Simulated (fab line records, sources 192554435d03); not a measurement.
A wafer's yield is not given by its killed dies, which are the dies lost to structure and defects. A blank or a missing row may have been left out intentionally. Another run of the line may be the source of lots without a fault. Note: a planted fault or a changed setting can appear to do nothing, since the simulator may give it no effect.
Split-lot trial || flow n5 finfet || 7 lots, 21 wafers read, on a route of 1938 steps

## SPLIT DETAILS
At N5_HKMG_FIN_COAT_29 (time 60 s, resist thk 300 nm), the setting spin rpm was moved away from the recipe's 1500 rpm on 10 of the 21 wafers read, by -8.9% to +7.6%. The other wafers ran this setting at the recipe's value.

The reading is taken at the split's own step.

## THE READING
SOC_of_HKMG_FIN_COAT_29.thk nm (the simulator's own value, which no gauge read), in nm, at N5_HKMG_FIN_COAT_29 (time 60 s, resist thk 300 nm). There is no usual value for it anywhere in the file. Across the 11 wafers here that went through the recipe, the average is 300.1 nm and the standard deviation 1.1 nm.

{"wafer": "L074.1", "tool, chamber at the split": "litho track-02, 0", "spin rpm as run, rpm": 1407, "against the recipe": "-6.2%", "SOC_of_HKMG_FIN_COAT_29.thk nm, nm": 311.4, "against lot-mates on the recipe": "+10.7"}
{"wafer": "L074.3", "tool, chamber at the split": "litho track-02, 0", "spin rpm as run, rpm": 1500, "against the recipe": "recipe", "SOC_of_HKMG_FIN_COAT_29.thk nm, nm": 300.4, "against lot-mates on the recipe": "-"}
{"wafer": "L074.5", "tool, chamber at the split": "litho track-02, 0", "spin rpm as run, rpm": 1500, "against the recipe": "recipe", "SOC_of_HKMG_FIN_COAT_29.thk nm, nm": 301, "against lot-mates on the recipe": "-"}
{"wafer": "L077.3", "tool, chamber at the split": "litho track-05, 0", "spin rpm as run, rpm": 1553, "against the recipe": "+3.5%", "SOC_of_HKMG_FIN_COAT_29.thk nm, nm": 294.6, "against lot-mates on the recipe": -4.4}
{"wafer": "L077.5", "tool, chamber at the split": "litho track-05, 0", "spin rpm as run, rpm": 1553, "against the recipe": "+3.5%", "SOC_of_HKMG_FIN_COAT_29.thk nm, nm": 294.6, "against lot-mates on the recipe": -4.4}
{"wafer": "L077.4", "tool, chamber at the split": "litho track-05, 0", "spin rpm as run, rpm": 1500, "against the recipe": "recipe", "SOC_of_HKMG_FIN_COAT_29.thk nm, nm": 299, "against lot-mates on the recipe": "-"}
{"wafer": "L081.3", "tool, chamber at the split": "litho track-04, 0", "spin rpm as run, rpm": 1500, "against the recipe": "recipe", "SOC_of_HKMG_FIN_COAT_29.thk nm, nm": 302, "against lot-mates on the recipe": "-"}
{"wafer": "L081.5", "tool, chamber at the split": "litho track-04, 0", "spin rpm as run, rpm": 1421, "against the recipe": "-5.3%", "SOC_of_HKMG_FIN_COAT_29.thk nm, nm": 309.2, "against lot-mates on the recipe": "+7.2"}
{"wafer": "L081.6", "tool, chamber at the split": "litho track-04, 0", "spin rpm as run, rpm": 1421, "against the recipe": "-5.3%", "SOC_of_HKMG_FIN_COAT_29.thk nm, nm": 309.2, "against lot-mates on the recipe": "+7.2"}
{"wafer": "L085.3", "tool, chamber at the split": "litho track-02, 0", "spin rpm as run, rpm": 1500, "against the recipe": "recipe", "SOC_of_HKMG_FIN_COAT_29.thk nm, nm": 298.4, "against lot-mates on the recipe": "-"}
{"wafer": "L085.4", "tool, chamber at the split": "litho track-02, 0", "spin rpm as run, rpm": 1500, "against the recipe": "recipe", "SOC_of_HKMG_FIN_COAT_29.thk nm, nm": 299.2, "against lot-mates on the recipe": "-"}
{"wafer": "L085.5", "tool, chamber at the split": "litho track-02, 0", "spin rpm as run, rpm": 1500, "against the recipe": "recipe", "SOC_of_HKMG_FIN_COAT_29.thk nm, nm": 299.4, "against lot-mates on the recipe": "-"}
{"wafer": "L089.1", "tool, chamber at the split": "litho track-02, 0", "spin rpm as run, rpm": 1432, "against the recipe": "-4.5%", "SOC_of_HKMG_FIN_COAT_29.thk nm, nm": 307.4, "against lot-mates on the recipe": "+6.2"}
{"wafer": "L089.3", "tool, chamber at the split": "litho track-02, 0", "spin rpm as run, rpm": 1432, "against the recipe": "-4.5%", "SOC_of_HKMG_FIN_COAT_29.thk nm, nm": 308, "against lot-mates on the recipe": "+6.8"}
{"wafer": "L089.5", "tool, chamber at the split": "litho track-02, 0", "spin rpm as run, rpm": 1500, "against the recipe": "recipe", "SOC_of_HKMG_FIN_COAT_29.thk nm, nm": 301.2, "against lot-mates on the recipe": "-"}
{"wafer": "L093.2", "tool, chamber at the split": "litho track-02, 0", "spin rpm as run, rpm": 1500, "against the recipe": "recipe", "SOC_of_HKMG_FIN_COAT_29.thk nm, nm": 299.4, "against lot-mates on the recipe": "-"}
{"wafer": "L093.6", "tool, chamber at the split": "litho track-02, 0", "spin rpm as run, rpm": 1500, "against the recipe": "recipe", "SOC_of_HKMG_FIN_COAT_29.thk nm, nm": 299.4, "against lot-mates on the recipe": "-"}
{"wafer": "L093.5", "tool, chamber at the split": "litho track-02, 0", "spin rpm as run, rpm": 1614, "against the recipe": "+7.6%", "SOC_of_HKMG_FIN_COAT_29.thk nm, nm": 288.4, "against lot-mates on the recipe": -11.0}
{"wafer": "L096.1", "tool, chamber at the split": "litho track-04, 0", "spin rpm as run, rpm": 1500, "against the recipe": "recipe", "SOC_of_HKMG_FIN_COAT_29.thk nm, nm": 301.4, "against lot-mates on the recipe": "-"}
{"wafer": "L096.2", "tool, chamber at the split": "litho track-04, 0", "spin rpm as run, rpm": 1366, "against the recipe": "-8.9%", "SOC_of_HKMG_FIN_COAT_29.thk nm, nm": 314.4, "against lot-mates on the recipe": "+13.0"}
{"wafer": "L096.5", "tool, chamber at the split": "litho track-04, 0", "spin rpm as run, rpm": 1366, "against the recipe": "-8.9%", "SOC_of_HKMG_FIN_COAT_29.thk nm, nm": 315, "against lot-mates on the recipe": "+13.6"}

THE FIT
A straight line over all 21 wafers: SOC_of_HKMG_FIN_COAT_29.thk nm changes by -1.64 nm for each +1% of spin rpm; r = -0.99; the points scatter about the line by 0.92 nm.
The same after taking each lot's own level away (the mean of its wafers on the recipe; 21 wafers): -1.46 nm for each +1%; r = -1.00; scatter 0.53 nm.
On that fit, the largest move of spin rpm shifts the reading by 13 nm.
Across the lots, their own levels run from 299.00 to 302.00 nm, a range of 2.7 times the standard deviation given above.
In other words, the slope is changed by the lot-to-lot level; the two fits disagree.
Check: for one of the wafers moved furthest among these (-8.9%), held out of the fit, the line's prediction against its lot-mates is +13.2 nm. Against them it came out at +13 nm.

## OTHER SPLITS APPLIED TO THESE WAFERS
Other splits were also applied to these wafers ahead of the reading. Each is held against what the fit with the lots' levels taken away leaves over:
{"other split on the same wafers": "N5_SDB_COAT_05 spin rpm", "wafers away from the commonest value": 4, "r with SOC_of_HKMG_FIN_COAT_29.thk nm (lot level and that fit taken away)": "+0.05"}

## FILE'S OWN FIT
SOC_of_HKMG_FIN_COAT_29.thk nm changes by -1.49 nm for each +1% of spin rpm, r = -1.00.
